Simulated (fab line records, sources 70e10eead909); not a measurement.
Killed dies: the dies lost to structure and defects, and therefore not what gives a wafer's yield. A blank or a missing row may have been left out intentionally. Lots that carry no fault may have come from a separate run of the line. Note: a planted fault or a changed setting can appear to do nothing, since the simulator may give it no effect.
fab line records :: flow nandHarc
record:
  lots: 7
  wafers: 21
  lastDay: 34
route steps=1302 shown P_GATE@119 END@1302
lots with no fault: from the same line, run without faults
startH: the number of hours between the record's first day and the start of the first shown wafer of the lot :: waitH: hours from the lot's prior step to this one :: " repeats the value in the row above :: L1.1+2: a single row standing in for several wafers :: - no value, or no start was given :: * or withheld: withheld :: < > ~ a bound
route shown NAME@n: names a module that has steps shown in the file, with the first one's number in the route :: usual: mean/standard deviation of fault-free wafers :: same: alike in all rows :: chamber/n: place in a boat :: sites: per-site readings :: _std_site: standard deviation across them :: _edge_site: inner sites' mean taken away from outer sites' mean :: radiusMm: for every site, how far away it sits from the centre of the wafer :: mask NAME#n: copy n :: behind: the most recent tool/chamber to have shaped the wafer :: hold: the reason the lot was held/the length of the hold in hours/how it ended :: device: names the non-switching transistor (n, p or np) :: end of line: the same wafers' tests at the end of the route :: where a step has no rows: the recipe by itself :: killed: at the first sort, the dies lost to defects and structure; wafer yield is something else :: map: a wafer's dies, marking killed ones x, the rest . and places with no die _
set.NAME: the run value of the setting; set.NAME@STEP: its run value at that earlier step :: model.NAME: the simulator's own value behind a step, which no gauge read
lots at some steps of the route; a table a step, a row a wafer
services: when a tool's chamber went out of use (startH, in hours from the record's first day, below 0 if earlier), for how many hours, and the reason
== steps ==
step: NHARC_P_GATE_EXPOSE_08
recipe:
  na: 0.6
  doseMj: 16.75
  maskId: P_HV
step: NHARC_P_GATE_PEB_09
recipe:
  pebTempC: 118
  pebTimeS: 85
step: NHARC_P_GATE_DEVELOP_10
recipe:
  timeS: 70
step: NHARC_P_GATE_CD_MEAS_11
recipe:
  targetCdNm: 1640
  landingEnergyEv: 500
usual:
  cdNm: 1639.7/2.4
lot.wafer: L121.1
tool: cdSem-03
chamber: 0
startH: 96.23
waitH: -
cdNm: 1643.2

lot.wafer: L121.3
tool: cdSem-03
chamber: 0
startH: 96.23
waitH: -
cdNm: 1645.6

lot.wafer: L121.4
tool: cdSem-03
chamber: 0
startH: 96.23
waitH: -
cdNm: 1643.9

lot.wafer: L127.1
tool: cdSem-03
chamber: 0
startH: 149.80
waitH: -
cdNm: 1637.6

lot.wafer: L127.3
tool: cdSem-03
chamber: 0
startH: 149.80
waitH: -
cdNm: 1638.2

lot.wafer: L127.4
tool: cdSem-03
chamber: 0
startH: 149.80
waitH: -
cdNm: 1639.2

lot.wafer: L130.1
tool: cdSem-02
chamber: 0
startH: 187.27
waitH: -
cdNm: 1634.9

lot.wafer: L130.4
tool: cdSem-02
chamber: 0
startH: 187.27
waitH: -
cdNm: 1636.1

lot.wafer: L130.5
tool: cdSem-02
chamber: 0
startH: 187.27
waitH: -
cdNm: 1638.7

lot.wafer: L133.2
tool: cdSem-01
chamber: 0
startH: 208.96
waitH: -
cdNm: 1635.1

lot.wafer: L133.3
tool: cdSem-01
chamber: 0
startH: 208.96
waitH: -
cdNm: 1638.8

lot.wafer: L133.4
tool: cdSem-01
chamber: 0
startH: 208.96
waitH: -
cdNm: 1638.6

lot.wafer: L135.1
tool: cdSem-01
chamber: 0
startH: 229.58
waitH: -
cdNm: 1638.2

lot.wafer: L135.3
tool: cdSem-01
chamber: 0
startH: 229.58
waitH: -
cdNm: 1640.8

lot.wafer: L135.5
tool: cdSem-01
chamber: 0
startH: 229.58
waitH: -
cdNm: 1642.1

lot.wafer: L139.3
tool: cdSem-02
chamber: 0
startH: 272.10
waitH: -
cdNm: 1642.8

lot.wafer: L139.5
tool: cdSem-02
chamber: 0
startH: 272.10
waitH: -
cdNm: 1640.6

lot.wafer: L139.6
tool: cdSem-02
chamber: 0
startH: 272.10
waitH: -
cdNm: 1641.3

lot.wafer: L142.3
tool: cdSem-02
chamber: 0
startH: 302.63
waitH: -
cdNm: 1635.6

lot.wafer: L142.4
tool: cdSem-02
chamber: 0
startH: 302.63
waitH: -
cdNm: 1639.0

lot.wafer: L142.5
tool: cdSem-02
chamber: 0
startH: 302.63
waitH: -
cdNm: 1637.7
step: NHARC_P_GATE_HARDBAKE_12
recipe:
  tempC: 125
  timeS: 80
step: NHARC_P_GATE_DESCUM_13
recipe:
  timeS: 3
  o2FlowSccm: 200
  arFlowSccm: 0
  biasPowerW: 0
  chemistry: O2
usual:
  drypumpMotorCurrentA: 5.8/0.39
  oesProductAu: 1.001/0.01
  rfVppV: 57.9/0.88
  showerheadPlenumPTorr: 1.94/0.085
  throttleValvePct: 11.310/0.0095
lot.wafer: L121.1
tool: rieDiel-06
chamber: 1
startH: 96.39
waitH: -
drypumpMotorCurrentA: 5.1
oesProductAu: 0.983
rfHoursCounterH: 8
rfVppV: 58.9
showerheadPlenumPTorr: 1.93
throttleValvePct: 11.282

lot.wafer: L121.4
tool: rieDiel-06
chamber: 2
startH: 96.39
waitH: -
drypumpMotorCurrentA: 5.5
oesProductAu: 1.003
rfHoursCounterH: 8
rfVppV: 56.5
showerheadPlenumPTorr: 1.79
throttleValvePct: 11.309

lot.wafer: L121.3
tool: rieDiel-06
chamber: 3
startH: 96.39
waitH: -
drypumpMotorCurrentA: 5.7
oesProductAu: 1.004
rfHoursCounterH: 8
rfVppV: 58.2
showerheadPlenumPTorr: 2.02
throttleValvePct: 11.307

lot.wafer: L127.4
tool: rieDiel-12
chamber: 2
startH: 149.97
waitH: -
drypumpMotorCurrentA: 5.9
oesProductAu: 0.992
rfHoursCounterH: 4
rfVppV: 56.6
showerheadPlenumPTorr: 1.79
throttleValvePct: 11.308

lot.wafer: L127.3
tool: rieDiel-12
chamber: 3
startH: 149.97
waitH: -
drypumpMotorCurrentA: 6.5
oesProductAu: 0.991
rfHoursCounterH: 4
rfVppV: 58.8
showerheadPlenumPTorr: 2.02
throttleValvePct: 11.306

lot.wafer: L127.1
tool: rieDiel-12
chamber: 0
startH: 149.97
waitH: -
drypumpMotorCurrentA: 5.9
oesProductAu: 0.992
rfHoursCounterH: 5
rfVppV: 59.7
showerheadPlenumPTorr: 2.03
throttleValvePct: 11.319

lot.wafer: L130.4
tool: rieDiel-06
chamber: 0
startH: 187.43
waitH: -
drypumpMotorCurrentA: 5.5
oesProductAu: 1.008
rfHoursCounterH: 2
rfVppV: 58.4
showerheadPlenumPTorr: 1.96
throttleValvePct: 11.323

lot.wafer: L130.1
tool: rieDiel-06
chamber: 3
startH: 187.43
waitH: -
drypumpMotorCurrentA: 5.7
oesProductAu: 1.019
rfHoursCounterH: 2
rfVppV: 59.7
showerheadPlenumPTorr: 2.02
throttleValvePct: 11.313

lot.wafer: L130.5
tool: rieDiel-06
chamber: 1
startH: 187.43
waitH: -
drypumpMotorCurrentA: 5.1
oesProductAu: 1.015
rfHoursCounterH: -
rfVppV: 57.0
showerheadPlenumPTorr: 1.93
throttleValvePct: 11.317

lot.wafer: L133.2
tool: rieDiel-12
chamber: 3
startH: 209.11
waitH: -
drypumpMotorCurrentA: 6.5
oesProductAu: 0.992
rfHoursCounterH: 6
rfVppV: 58.7
showerheadPlenumPTorr: 2.02
throttleValvePct: 11.312

lot.wafer: L133.3
tool: rieDiel-12
chamber: 0
startH: 209.11
waitH: -
drypumpMotorCurrentA: 5.9
oesProductAu: 0.985
rfHoursCounterH: 8
rfVppV: 58.7
showerheadPlenumPTorr: 2.03
throttleValvePct: 11.322

lot.wafer: L133.4
tool: rieDiel-12
chamber: 2
startH: 209.11
waitH: -
drypumpMotorCurrentA: 5.9
oesProductAu: 1.004
rfHoursCounterH: 6
rfVppV: 57.7
showerheadPlenumPTorr: 1.79
throttleValvePct: 11.304

lot.wafer: L135.3
tool: rieDiel-06
chamber: 1
startH: 229.74
waitH: -
drypumpMotorCurrentA: 5.1
oesProductAu: 1.013
rfHoursCounterH: 6
rfVppV: 56.4
showerheadPlenumPTorr: 1.93
throttleValvePct: 11.303

lot.wafer: L135.1
tool: rieDiel-06
chamber: 2
startH: 229.74
waitH: -
drypumpMotorCurrentA: 5.5
oesProductAu: 1.012
rfHoursCounterH: 6
rfVppV: 57.2
showerheadPlenumPTorr: 1.79
throttleValvePct: 11.312

lot.wafer: L135.5
tool: rieDiel-06
chamber: 2
startH: 229.74
waitH: -
drypumpMotorCurrentA: 5.5
oesProductAu: 1.010
rfHoursCounterH: -
rfVppV: 57.4
showerheadPlenumPTorr: 1.79
throttleValvePct: 11.322

lot.wafer: L139.3
tool: rieDiel-05
chamber: 0
startH: 272.26
waitH: -
drypumpMotorCurrentA: 6.1
oesProductAu: 1.013
rfHoursCounterH: 1
rfVppV: 57.5
showerheadPlenumPTorr: 1.91
throttleValvePct: 11.317

lot.wafer: L139.6
tool: rieDiel-05
chamber: 0
startH: 272.26
waitH: -
drypumpMotorCurrentA: 6.1
oesProductAu: 1.020
rfHoursCounterH: -
rfVppV: 57.3
showerheadPlenumPTorr: 1.91
throttleValvePct: 11.309

lot.wafer: L139.5
tool: rieDiel-05
chamber: 1
startH: 272.26
waitH: -
drypumpMotorCurrentA: 6.0
oesProductAu: 1.015
rfHoursCounterH: -
rfVppV: 57.8
showerheadPlenumPTorr: 1.91
throttleValvePct: 11.312

lot.wafer: L142.3
tool: rieDiel-06
chamber: 1
startH: 302.78
waitH: -
drypumpMotorCurrentA: 5.1
oesProductAu: 1.010
rfHoursCounterH: 10
rfVppV: 57.1
showerheadPlenumPTorr: 1.92
throttleValvePct: 11.314

lot.wafer: L142.4
tool: rieDiel-06
chamber: 2
startH: 302.78
waitH: -
drypumpMotorCurrentA: 5.5
oesProductAu: 1.007
rfHoursCounterH: 10
rfVppV: 57.3
showerheadPlenumPTorr: 1.79
throttleValvePct: 11.306

lot.wafer: L142.5
tool: rieDiel-06
chamber: 1
startH: 302.78
waitH: -
drypumpMotorCurrentA: 5.1
oesProductAu: 1.009
rfHoursCounterH: -
rfVppV: 58.1
showerheadPlenumPTorr: 1.92
throttleValvePct: 11.310
step: NHARC_P_GATE_ETCH_14
recipe:
  targetDepthA: 488
  chemistry: dHF
  material: SiO2
step: NHARC_P_GATE_STRIP_15
recipe:
  timeS: 780
  tempC: 130
  chemistry: SPM
step: NHARC_P_GATE_PRECLEAN_71
recipe:
  timeS: *
  tempC: 50
  bathAgeMin: 0
  chemistry: SC1
step: NHARC_P_GATE_SRD_72
step: NHARC_P_GATE_OXIDE_16
recipe:
  targetThkA: 30
  tempC: 875
  oxTimeS: 392
  material: SiO2
step: NHARC_P_GATE_CVD_17
recipe:
  targetThkA: 1500
  tempC: 620
  timeS: 900
  material: poly-Si
step: NHARC_P_GATE_HM_DEP_102
recipe:
  targetThkA: 1200
  tempC: 400
  material: aC
usual:
  throttleValvePct: 35.000/0.0093
lot.wafer: L121.1
tool: aclDep-03
chamber: 0
startH: 110.28
waitH: 1.2
throttleValvePct: 34.993

lot.wafer: L121.3
tool: aclDep-03
chamber: 0
startH: 110.28
waitH: 1.2
throttleValvePct: 35.007

lot.wafer: L121.4
tool: aclDep-03
chamber: 0
startH: 110.28
waitH: 1.2
throttleValvePct: 34.994

lot.wafer: L127.1
tool: aclDep-01
chamber: 0
startH: 163.42
waitH: 1.4
throttleValvePct: 34.997

lot.wafer: L127.3
tool: aclDep-01
chamber: 0
startH: 163.42
waitH: 1.4
throttleValvePct: 34.995

lot.wafer: L127.4
tool: aclDep-01
chamber: 0
startH: 163.42
waitH: 1.4
throttleValvePct: 35.001

lot.wafer: L130.1
tool: aclDep-03
chamber: 0
startH: 202.40
waitH: 3.0
throttleValvePct: 34.993

lot.wafer: L130.4
tool: aclDep-03
chamber: 0
startH: 202.40
waitH: 3.0
throttleValvePct: 35.002

lot.wafer: L130.5
tool: aclDep-03
chamber: 0
startH: 202.40
waitH: 3.0
throttleValvePct: 35.016

lot.wafer: L133.2
tool: aclDep-01
chamber: 0
startH: 223.11
waitH: 1.9
throttleValvePct: 35.011

lot.wafer: L133.3
tool: aclDep-01
chamber: 0
startH: 223.11
waitH: 1.9
throttleValvePct: 35.010

lot.wafer: L133.4
tool: aclDep-01
chamber: 0
startH: 223.11
waitH: 1.9
throttleValvePct: 34.982

lot.wafer: L133.2
tool: aclDep-01
chamber: 0
startH: 224.30
waitH: 1.1
throttleValvePct: 35.006

lot.wafer: L133.3
tool: aclDep-01
chamber: 0
startH: 224.30
waitH: 1.1
throttleValvePct: 35.000

lot.wafer: L133.4
tool: aclDep-01
chamber: 0
startH: 224.30
waitH: 1.1
throttleValvePct: 35.000

lot.wafer: L135.1
tool: aclDep-03
chamber: 0
startH: 248.29
waitH: 6.5
throttleValvePct: 34.995

lot.wafer: L135.3
tool: aclDep-03
chamber: 0
startH: 248.29
waitH: 6.5
throttleValvePct: 35.001

lot.wafer: L135.5
tool: aclDep-03
chamber: 0
startH: 248.29
waitH: 6.5
throttleValvePct: 35.017

lot.wafer: L135.1
tool: aclDep-03
chamber: 0
startH: 250.75
waitH: 2.4
throttleValvePct: 34.990

lot.wafer: L135.3
tool: aclDep-03
chamber: 0
startH: 250.75
waitH: 2.4
throttleValvePct: 34.998

lot.wafer: L135.5
tool: aclDep-03
chamber: 0
startH: 250.75
waitH: 2.4
throttleValvePct: 34.994

lot.wafer: L139.3
tool: aclDep-02
chamber: 0
startH: 286.51
waitH: 2.2
throttleValvePct: 34.999

lot.wafer: L139.5
tool: aclDep-02
chamber: 0
startH: 286.51
waitH: 2.2
throttleValvePct: 34.987

lot.wafer: L139.6
tool: aclDep-02
chamber: 0
startH: 286.51
waitH: 2.2
throttleValvePct: 35.001

lot.wafer: L139.3
tool: aclDep-03
chamber: 0
startH: 287.76
waitH: 1.1
throttleValvePct: 34.997

lot.wafer: L139.5
tool: aclDep-03
chamber: 0
startH: 287.76
waitH: 1.1
throttleValvePct: 34.996

lot.wafer: L139.6
tool: aclDep-03
chamber: 0
startH: 287.76
waitH: 1.1
throttleValvePct: 35.002

lot.wafer: L142.3
tool: aclDep-03
chamber: 0
startH: 319.00
waitH: 3.9
throttleValvePct: 35.003

lot.wafer: L142.4
tool: aclDep-03
chamber: 0
startH: 319.00
waitH: 3.9
throttleValvePct: 35.008

lot.wafer: L142.5
tool: aclDep-03
chamber: 0
startH: 319.00
waitH: 3.9
throttleValvePct: 35.006
step: NHARC_P_GATE_DEP_103
recipe:
  targetThkA: 300
  targetThkNm: 30
  tempC: 400
  flowSccm: 200
  rfW: 350
  material: SiON
usual:
  heaterPowerW: 703/82
lot.wafer: L121.1
tool: pecvd-03
chamber: 2
startH: 110.97
waitH: 0.6
heaterPowerW: 790
sinceWetCleanH: 94

lot.wafer: L121.3
tool: pecvd-03
chamber: 0
startH: 110.97
waitH: 0.6
heaterPowerW: 630
sinceWetCleanH: 94

lot.wafer: L121.4
tool: pecvd-03
chamber: 2
startH: 110.97
waitH: 0.6
heaterPowerW: 792
sinceWetCleanH: -

lot.wafer: L127.1
tool: pecvd-03
chamber: 1
startH: 164.12
waitH: 0.6
heaterPowerW: 704
sinceWetCleanH: 147

lot.wafer: L127.3
tool: pecvd-03
chamber: 2
startH: 164.12
waitH: 0.6
heaterPowerW: 823
sinceWetCleanH: 147

lot.wafer: L127.4
tool: pecvd-03
chamber: 1
startH: 164.12
waitH: 0.6
heaterPowerW: 691
sinceWetCleanH: -

lot.wafer: L130.1
tool: pecvd-02
chamber: 1
startH: 203.14
waitH: 0.6
heaterPowerW: 811
sinceWetCleanH: 144

lot.wafer: L130.4
tool: pecvd-02
chamber: 2
startH: 203.14
waitH: 0.6
heaterPowerW: 683
sinceWetCleanH: -

lot.wafer: L130.5
tool: pecvd-02
chamber: 1
startH: 203.14
waitH: 0.6
heaterPowerW: 805
sinceWetCleanH: -

lot.wafer: L133.3
tool: pecvd-04
chamber: 0
startH: 224.88
waitH: 0.4
heaterPowerW: 876
sinceWetCleanH: 124

lot.wafer: L133.2
tool: pecvd-04
chamber: 2
startH: 224.88
waitH: 0.4
heaterPowerW: 631
sinceWetCleanH: 124

lot.wafer: L133.4
tool: pecvd-04
chamber: 2
startH: 224.88
waitH: 0.4
heaterPowerW: 633
sinceWetCleanH: -

lot.wafer: L135.3
tool: pecvd-04
chamber: 1
startH: 251.41
waitH: 0.3
heaterPowerW: 668
sinceWetCleanH: 150

lot.wafer: L135.1
tool: pecvd-04
chamber: 0
startH: 251.41
waitH: 0.3
heaterPowerW: 835
sinceWetCleanH: 150

lot.wafer: L135.5
tool: pecvd-04
chamber: 0
startH: 251.41
waitH: 0.3
heaterPowerW: 838
sinceWetCleanH: -

lot.wafer: L139.3
tool: pecvd-04
chamber: 0
startH: 288.21
waitH: 0.3
heaterPowerW: 746
sinceWetCleanH: 6

lot.wafer: L139.5
tool: pecvd-04
chamber: 1
startH: 288.21
waitH: 0.3
heaterPowerW: 751
sinceWetCleanH: -

lot.wafer: L139.6
tool: pecvd-04
chamber: 2
startH: 288.21
waitH: 0.3
heaterPowerW: 680
sinceWetCleanH: -

lot.wafer: L142.3
tool: pecvd-02
chamber: 1
startH: 319.48
waitH: 0.4
heaterPowerW: 819
sinceWetCleanH: 79

lot.wafer: L142.4
tool: pecvd-02
chamber: 0
startH: 319.48
waitH: 0.4
heaterPowerW: 623
sinceWetCleanH: -

lot.wafer: L142.5
tool: pecvd-02
chamber: 2
startH: 319.48
waitH: 0.4
heaterPowerW: 680
sinceWetCleanH: -
step: NHARC_END_SORT_01
recipe:
  tempC: 25
usual:
  killedAtArray: 57/18
  killedAtOther: 0.8/1
  killedAtPeriphery: 3.9/2.8
  killedDies: 62/18
  killedOpen: 3.4/1.8
  killedShort: 2.2/1.6
same:
  grossDies: 677
lot.wafer: L121.1
tool: prober-02
chamber: 0
startH: 595.60
waitH: 2.5
killedAtArray: 41
killedAtOther: 0
killedAtPeriphery: 6
killedDies: 47
killedOpen: 0
killedShort: 2

lot.wafer: L121.3
tool: prober-02
chamber: 0
startH: 597.22
waitH: 3.1
killedAtArray: 55
killedAtOther: 2
killedAtPeriphery: 2
killedDies: 59
killedOpen: 2
killedShort: 3

lot.wafer: L121.4
tool: prober-02
chamber: 0
startH: 598.03
waitH: 3.4
killedAtArray: 57
killedAtOther: 0
killedAtPeriphery: 7
killedDies: 64
killedOpen: 5
killedShort: 2

lot.wafer: L130.1
tool: prober-01
chamber: 0
startH: 669.11
waitH: 2.5
killedAtArray: 67
killedAtOther: 1
killedAtPeriphery: 0
killedDies: 68
killedOpen: 2
killedShort: 1

lot.wafer: L130.4
tool: prober-01
chamber: 0
startH: 671.51
waitH: 3.4
killedAtArray: 64
killedAtOther: 1
killedAtPeriphery: 2
killedDies: 67
killedOpen: 3
killedShort: 2

lot.wafer: L130.5
tool: prober-01
chamber: 0
startH: 672.31
waitH: 3.7
killedAtArray: 54
killedAtOther: 1
killedAtPeriphery: 0
killedDies: 55
killedOpen: 3
killedShort: 2

lot.wafer: L135.1
tool: prober-02
chamber: 0
startH: 704.86
waitH: 2.5
killedAtArray: 84
killedAtOther: 0
killedAtPeriphery: 1
killedDies: 85
killedOpen: 5
killedShort: 2

lot.wafer: L135.3
tool: prober-02
chamber: 0
startH: 706.44
waitH: 3.1
killedAtArray: 71
killedAtOther: 0
killedAtPeriphery: 0
killedDies: 71
killedOpen: 6
killedShort: 2

lot.wafer: L135.5
tool: prober-02
chamber: 0
startH: 708.03
waitH: 3.7
killedAtArray: 64
killedAtOther: 0
killedAtPeriphery: 4
killedDies: 68
killedOpen: 1
killedShort: 6

lot.wafer: L139.3
tool: prober-01
chamber: 0
startH: 758.28
waitH: 3.1
killedAtArray: 49
killedAtOther: 2
killedAtPeriphery: 2
killedDies: 53
killedOpen: 2
killedShort: 2

lot.wafer: L139.5
tool: prober-01
chamber: 0
startH: 759.86
waitH: 3.7
killedAtArray: 47
killedAtOther: 0
killedAtPeriphery: 3
killedDies: 50
killedOpen: 1
killedShort: 1

lot.wafer: L139.6
tool: prober-01
chamber: 0
startH: 760.65
waitH: 3.9
killedAtArray: 55
killedAtOther: 1
killedAtPeriphery: 7
killedDies: 63
killedOpen: 2
killedShort: 1

lot.wafer: L142.3
tool: prober-01
chamber: 0
startH: 807.50
waitH: 3.1
killedAtArray: 50
killedAtOther: 2
killedAtPeriphery: 2
killedDies: 54
killedOpen: 1
killedShort: 5

lot.wafer: L142.4
tool: prober-01
chamber: 0
startH: 808.29
waitH: 3.4
killedAtArray: 71
killedAtOther: 1
killedAtPeriphery: 3
killedDies: 75
killedOpen: 2
killedShort: 1

lot.wafer: L142.5
tool: prober-01
chamber: 0
startH: 809.09
waitH: 3.7
killedAtArray: 74
killedAtOther: 1
killedAtPeriphery: 4
killedDies: 79
killedOpen: 6
killedShort: 4
killed by level:class
L121.1 A_CHANNEL_HOLE_D2:chamberFilmFlake=27 A_CONTACT:chamberFilmFlake=4 A_CHANNEL_HOLE_D1:chamberFilmFlake=3 P_STI:chamberFilmFlake=2 A_CHANNEL_FILL_D1:chamberFilmFlake=2 A_STAIRCASE:chamberFilmFlake=2 A_CHANNEL_FILL_D2:geometricParticle:short=1 A_M1:geometricParticle:short=1
L121.3 A_CHANNEL_HOLE_D2:chamberFilmFlake=31 A_CHANNEL_HOLE_D1:chamberFilmFlake=4 A_WL_FILL:geometricParticle:short=3 A_CHANNEL_FILL_D1:chamberFilmFlake=3 A_STAIRCASE:chamberFilmFlake=3 A_CONTACT:chamberFilmFlake=3 A_M1:chamberFilmFlake=3 A_SLIT:chamberFilmFlake=2
L121.4 A_CHANNEL_HOLE_D2:chamberFilmFlake=40 A_M1:chamberFilmFlake=5 A_CHANNEL_HOLE_D1:chamberFilmFlake=3 P_CONTACT:geometricParticle:open=2 A_CHANNEL_FILL_D1:chamberFilmFlake=2 A_STAIRCASE:chamberFilmFlake=2 P_CONTACT:geometricParticle:short=1 A_CHANNEL_HOLE_D1:geometricParticle:open=1
L130.1 A_CHANNEL_HOLE_D1:chamberFilmFlake=37 A_CHANNEL_HOLE_D2:chamberFilmFlake=15 A_CONTACT:chamberFilmFlake=6 A_STAIRCASE:chamberFilmFlake=2 A_SLIT:chamberFilmFlake=2 A_CHANNEL_FILL_D2:geometricParticle:open=1 A_CHANNEL_FILL_D2:geometricParticle:short=1 A_SGD_CUT:geometricParticle:open=1
L130.4 A_CHANNEL_HOLE_D1:chamberFilmFlake=33 A_CHANNEL_HOLE_D2:chamberFilmFlake=17 A_WL_FILL:chamberFilmFlake=3 A_CONTACT:chamberFilmFlake=3 A_STAIRCASE:chamberFilmFlake=2 P_CONTACT:geometricParticle:open=1 A_ONON_D1:geometricParticle:open=1 A_STAIRCASE:geometricParticle:short=1
L130.5 A_CHANNEL_HOLE_D1:chamberFilmFlake=33 A_CHANNEL_HOLE_D2:chamberFilmFlake=10 A_STAIRCASE:chamberFilmFlake=3 A_WL_FILL:chamberFilmFlake=2 A_CONTACT:chamberFilmFlake=2 A_DECK1_JOINT:geometricParticle:short=1 A_ONON_D2:geometricParticle:open=1 A_WL_FILL:geometricParticle:short=1
L135.1 A_CHANNEL_HOLE_D1:chamberFilmFlake=36 A_SLIT:chamberFilmFlake=32 A_CONTACT:chamberFilmFlake=4 A_ONON_D1:geometricParticle:open=2 A_STAIRCASE:chamberFilmFlake=2 A_CHANNEL_HOLE_D1:geometricParticle:open=1 A_CHANNEL_HOLE_D1:geometricParticle:short=1 A_CONTACT:geometricParticle:open=1
L135.3 A_CHANNEL_HOLE_D1:chamberFilmFlake=31 A_SLIT:chamberFilmFlake=24 A_BLC:geometricParticle:open=3 A_CONTACT:chamberFilmFlake=3 A_ONON_D1:geometricParticle:short=1 A_ONON_D1:geometricParticle:open=1 A_CHANNEL_FILL_D2:geometricParticle:short=1 A_WL_FILL:geometricParticle:open=1
L135.5 A_CHANNEL_HOLE_D1:chamberFilmFlake=29 A_SLIT:chamberFilmFlake=20 A_STAIRCASE:chamberFilmFlake=4 A_CONTACT:chamberFilmFlake=3 A_M0:geometricParticle:short=2 P_ZERO_WELL:chamberFilmFlake=2 A_CHANNEL_FILL_D1:chamberFilmFlake=2 P_M0:geometricParticle:short=1
L139.3 A_CHANNEL_HOLE_D1:chamberFilmFlake=29 A_CONTACT:chamberFilmFlake=5 A_SLIT:chamberFilmFlake=3 A_STAIRCASE:chamberFilmFlake=3 A_CHANNEL_FILL_D2:geometricParticle:open=2 A_BLC:geometricParticle:short=2 THIN_TSV:chamberFilmFlake=2 P_GATE:chamberFilmFlake=1
L139.5 A_CHANNEL_HOLE_D1:chamberFilmFlake=33 A_SLIT:chamberFilmFlake=4 P_GATE:chamberFilmFlake=2 A_STAIRCASE:chamberFilmFlake=2 A_CONTACT:chamberFilmFlake=2 A_BONDPAD:chamberFilmFlake=2 A_DECK1_JOINT:geometricParticle:short=1 A_M1:geometricParticle:open=1
L139.6 A_CHANNEL_HOLE_D1:chamberFilmFlake=33 A_CONTACT:chamberFilmFlake=11 P_M2:chamberFilmFlake=4 A_SLIT:chamberFilmFlake=4 P_GATE:geometricParticle:open=1 A_BLC:geometricParticle:short=1 A_M0:geometricParticle:open=1 P_STI:chamberFilmFlake=1
L142.3 A_CHANNEL_HOLE_D2:chamberFilmFlake=21 A_CHANNEL_HOLE_D1:chamberFilmFlake=8 A_SLIT:chamberFilmFlake=7 A_STAIRCASE:chamberFilmFlake=4 A_CONTACT:chamberFilmFlake=3 A_WL_FILL:geometricParticle:short=2 THIN_TSV:chamberFilmFlake=2 P_STI:geometricParticle:short=1
L142.4 A_CHANNEL_HOLE_D2:chamberFilmFlake=30 A_SLIT:chamberFilmFlake=13 A_CHANNEL_HOLE_D1:chamberFilmFlake=10 A_STAIRCASE:chamberFilmFlake=10 A_WL_FILL:chamberFilmFlake=3 P_GATE:chamberFilmFlake=2 A_CONTACT:chamberFilmFlake=2 A_CHANNEL_FILL_D1:geometricParticle:open=1
L142.5 A_CHANNEL_HOLE_D2:chamberFilmFlake=29 A_CHANNEL_HOLE_D1:chamberFilmFlake=12 A_SLIT:chamberFilmFlake=10 A_STAIRCASE:chamberFilmFlake=9 A_CONTACT:chamberFilmFlake=5 A_CHANNEL_HOLE_D1:geometricParticle:open=2 P_GATE:chamberFilmFlake=2 P_STI:geometricParticle:open=1
== services ==
tool: pecvd-04
chamber: -
startH: 88.00
hours: 13.0
kind: pm

tool: rieDiel-12
chamber: -
startH: 91.40
hours: 9.0
kind: pm

tool: rieDiel-06
chamber: 2
startH: 109.60
hours: 6.1
kind: repair

tool: aclDep-03
chamber: -
startH: 120.99
hours: 13.0
kind: pm

tool: rieDiel-06
chamber: -
startH: 124.93
hours: 0.1
kind: repair

tool: rieDiel-06
chamber: -
startH: 130.27
hours: 9.0
kind: pm

tool: rieDiel-05
chamber: 0
startH: 134.22
hours: 4.4
kind: repair

tool: pecvd-02
chamber: 2
startH: 149.74
hours: 5.4
kind: repair

tool: rieDiel-05
chamber: 2
startH: 155.74
hours: 2.8
kind: repair

tool: pecvd-02
chamber: 0
startH: 158.48
hours: 20.2
kind: repair

tool: pecvd-04
chamber: -
startH: 158.73
hours: 3.2
kind: repair

tool: pecvd-03
chamber: -
startH: 185.37
hours: 13.0
kind: pm

tool: aclDep-01
chamber: -
startH: 186.33
hours: 13.0
kind: pm

tool: rieDiel-06
chamber: 2
startH: 213.22
hours: 6.0
kind: repair

tool: rieDiel-06
chamber: 3
startH: 220.10
hours: 6.1
kind: repair

tool: pecvd-02
chamber: -
startH: 227.37
hours: 13.0
kind: pm

tool: rieDiel-05
chamber: -
startH: 229.66
hours: 9.0
kind: pm

tool: pecvd-04
chamber: 1
startH: 230.66
hours: 6.3
kind: repair

tool: rieDiel-12
chamber: -
startH: 268.40
hours: 9.0
kind: pm

tool: pecvd-04
chamber: -
startH: 269.22
hours: 13.0
kind: pm

tool: rieDiel-12
chamber: 3
startH: 283.44
hours: 5.6
kind: repair

tool: rieDiel-06
chamber: 2
startH: 294.14
hours: 7.0
kind: repair

tool: aclDep-03
chamber: -
startH: 302.11
hours: 13.0
kind: pm

tool: rieDiel-06
chamber: -
startH: 307.27
hours: 9.0
kind: pm
== key ==
firstSign:
  step: NHARC_P_GATE_HM_DEP_102
  reading: visit
  direction: added
effect none on later readings
metAt NHARC_P_GATE_HM_DEP_102
struckWafers L133.2,L133.3,L133.4,L135.1,L135.3,L135.5,L139.3,L139.5,L139.6
testerLeftOut L133,L135,L139
fault:
  kind: repeatedStepWhole
  tool: aclDep-01,aclDep-02,aclDep-03
  chamber: -
  onsetH: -
  steps: NHARC_P_GATE_HM_DEP_102
  times: 1
  scope: struckLotsOnly
testerLeftOut: of these lots the tester's yield and bins aren't shown, on N5 and GAA mostly nor the transistor test; their killed dies are dies lost to structure and defects alone, not to doping, threshold or leakage, so they don't give the yield
